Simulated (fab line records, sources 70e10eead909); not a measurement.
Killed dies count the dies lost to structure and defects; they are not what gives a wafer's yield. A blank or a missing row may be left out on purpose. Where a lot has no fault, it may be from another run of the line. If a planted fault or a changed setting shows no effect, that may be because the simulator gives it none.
Chamber matching	flow nandHarc	NHARC_A_CONTACT_DEP_24 on pecvd-01 has 3 sister chambers
The step deposits SiO2, target thk 500 nm. 6 wafers are shown with their chamber, then 9 later ones without.

WAFERS WITH THEIR CHAMBER
wafer	chamber	throttleValvePct (%)	heaterPowerW (W)
L088.2	2	16.0	566
L087.5	1	14.9	389
L087.6	0	16.3	596
L092.1	0	16.1	628
L092.5	1	15.1	519
L092.6	2	16.0	595

WAFERS MISSING THEIR CHAMBER
wafer	throttleValvePct (%)	heaterPowerW (W)
L093.1	16.0	653
L093.3	15.9	546
L093.6	16.0	687
L094.1	15.5	421
L094.3	16.3	558
L094.4	15.4	720
L097.1	16.4	466
L097.5	16.2	504
L097.6	15.5	606

EACH ONE'S CHAMBER
wafer	from the rows above	in truth
L093.1	can't be placed: 2 or 0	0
L093.3	can't be placed: 2 or 0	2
L093.6	can't be placed: 2 or 0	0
L094.1	can't be placed: 1 or 2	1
L094.3	can't be placed: 0 or 2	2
L094.4	can't be placed: 2 or 1 or 0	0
L097.1	can't be placed: 0 or 2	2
L097.5	can't be placed: 0 or 2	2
L097.6	can't be placed: 2 or 1 or 0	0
0 of 9 placed correctly. Unplaceable from these rows: 9, with the true chamber sitting among the candidates in 9. Wrongly placed: 0.
How it was worked out, from the rows above alone: a wafer's distance from a chamber is the root of the sum, over the readings, of the square of ((its reading less the chamber's mean) divided by the reading's scatter). If the next closest chamber is less than 2 further off than the closest, the wafer can't be placed; otherwise it belongs to the closest. The mean given for a chamber averages the wafers shown for that chamber. The scatter: take each reading less its chamber's mean, square it, sum over the shown wafers, divide by the number of wafers less the number of chambers, and take the root.
